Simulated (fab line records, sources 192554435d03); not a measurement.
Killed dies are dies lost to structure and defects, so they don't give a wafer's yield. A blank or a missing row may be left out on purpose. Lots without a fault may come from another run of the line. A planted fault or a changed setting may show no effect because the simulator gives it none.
A struck lot beside a sound one | flow n5_finfet | 16 steps out of a route of 1938
Sound: wafers L798.1, L798.3, L798.6. Struck: wafers L813.1, L813.2, L813.3. The cause comes at the end.
At each step with rows: each side's tool, then ch and its chambers, then its first start. Under that, the readings that differ: sound wafers | struck wafers | difference of the means | sigmas: that difference in standard deviations of wafers without a fault.
alike: readings whose means differ by less than 2 such deviations, and words and numbers that are the same on both sides. not compared: withheld readings, readings that some wafer has no value for, bounds like >300 that may hide the same value, and numbers for which the record gives no deviation and whose values overlap.
The two part at a step that has a row with sigmas, a row that says differs or no value, or rows on one side only. Numbers that don't overlap but have no deviation are shown without sigmas and don't part them. A reading that every wafer of one side lacks parts them only if that side has two wafers or more.

N5_HKMG_FIN_ETCH_86: etches SOC in N2/H2, stops on TiN, target depth 393.2 nm.
  sound on rie_diel-04 ch 1,3, day 4 10:32; struck on rie_diel-04 ch 0,2,3, day 8 05:03
  alike: drypump_motor_current_A, oes_product_au, rf_vpp_V, showerhead_plenum_p_Torr, throttle_valve_pct
  not compared: rf_hours_counter_h
then, 2 steps without rows for these wafers: N5_HKMG_FIN_STRIP_89 (strips SOC in N2/H2, time 20 s); N5_HKMG_FIN_WET_ETCH_87 (etches TiN in SC1, time 154.2 s, target depth 4.7 nm, rinse time 30 s).
N5_HKMG_FIN_STRIP_88: strips in N2/H2, time 360 s.
  sound on plasma_asher-02 ch 0,1, day 4 10:47; struck on plasma_asher-01 ch 0,1, day 8 05:18
  alike: drypump_motor_current_A, heater_power_w
  not compared: rf_hours_counter_h
N5_HKMG_FIN_NWFM_ALD_20: deposits TiAlC, target thk 2 nm, pulse time 3 s, purge time 2 s.
  sound on ald_metal-01 ch 0,2,3, day 4 11:10; struck on ald_metal-03 ch 0,2,3, day 8 05:41
  alike: ald_cycles, heater_power_w, precursor_pulse_height_rel, susceptor_temp_C
N5_HKMG_FIN_ALD_71: deposits TiN, target thk 1 nm, pulse time 1 s, purge time 3 s.
  sound on ald_metal-01 ch 0,2,3, day 4 11:16; struck on ald_metal-03 ch 0,2,3, day 8 05:47
  alike: ald_cycles, heater_power_w, precursor_pulse_height_rel, susceptor_temp_C
then, 1 step without rows for these wafers: N5_HKMG_FIN_COAT_66 (time 60 s, resist thk 300 nm).
N5_HKMG_FIN_ETCH_67: etches SOC in N2/H2, stops on TiN, target depth 388.9 nm.
  sound on rie_diel-04 ch 0,1,3, day 4 11:36; struck on rie_diel-04 ch 0,1,2, day 8 06:07
  alike: drypump_motor_current_A, oes_product_au, rf_vpp_V, showerhead_plenum_p_Torr, throttle_valve_pct
  not compared: rf_hours_counter_h
then, 4 steps without rows for these wafers: N5_HKMG_FIN_STRIP_90 (strips SOC in N2/H2, time 20 s); N5_HKMG_FIN_WET_ETCH_73 (etches the open film in SC1, time 42.3 s, target depth 1.3 nm, rinse time 30 s); N5_HKMG_FIN_ETCHBACK_68 (etches the open film in Cl2/Ar, stops on HfO2, target depth 0.5 nm); N5_HKMG_FIN_STRIP_69 (strips in N2/H2, time 360 s).
N5_HKMG_FIN_ALD_21: deposits TiN, target thk 1.5 nm, pulse time 1 s, purge time 3 s.
  sound on ald_metal-02 ch 0,1,2, day 4 12:21; struck on ald_metal-02 ch 0,1,2, day 8 06:52
  reading              | sound                | struck   | difference                    | sigmas
  ald_cycles           | 68 68 68             | 64 64 64 | -4                            |
  susceptor_temp_C (C) | 399.59 399.47 400.21 | - - -    | no value on the struck wafers |
  alike: heater_power_w, precursor_pulse_height_rel
then, 1 step without rows for these wafers: N5_HKMG_FIN_ALD_72 (deposits W, target thk 2 nm, pulse time 1 s, purge time 2 s).
-- the record jumps here: 6 days lie between the struck wafers' starts before and after (it left off in module HKMG_FIN and takes up again in module BEOL_M4, whose first step shown is number 1111 of the route) --
N5_BEOL_M4_RC_MEAS_101:
  sound on prober-02 ch 0, day 9 01:44; struck on prober-01 ch 0, day 13 20:19
  alike: DIBL_N, DIBL_P, IOFF_N, IOFF_P, ION_N, ION_P, SS_N, SS_P, VT_N, VT_P
-- the record jumps here: 5 days lie between the struck wafers' starts before and after (it left off in module BEOL_M4 and takes up again in module PASSIVATION, whose first step shown is number 1936 of the route) --
N5_PASSIVATION_PROBE_49:
  the record has rows for the struck wafers here (prober-01, day 18 15:20) and none for the sound ones

WHERE THEY PART
First at N5_HKMG_FIN_ALD_21; last, within this record, at N5_PASSIVATION_PROBE_49.

WHY: what the simulator had put in
Process parameter drift: ald_metal-02, from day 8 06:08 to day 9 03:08, at N5_HKMG_FIN_ALD_21. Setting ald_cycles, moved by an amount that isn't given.
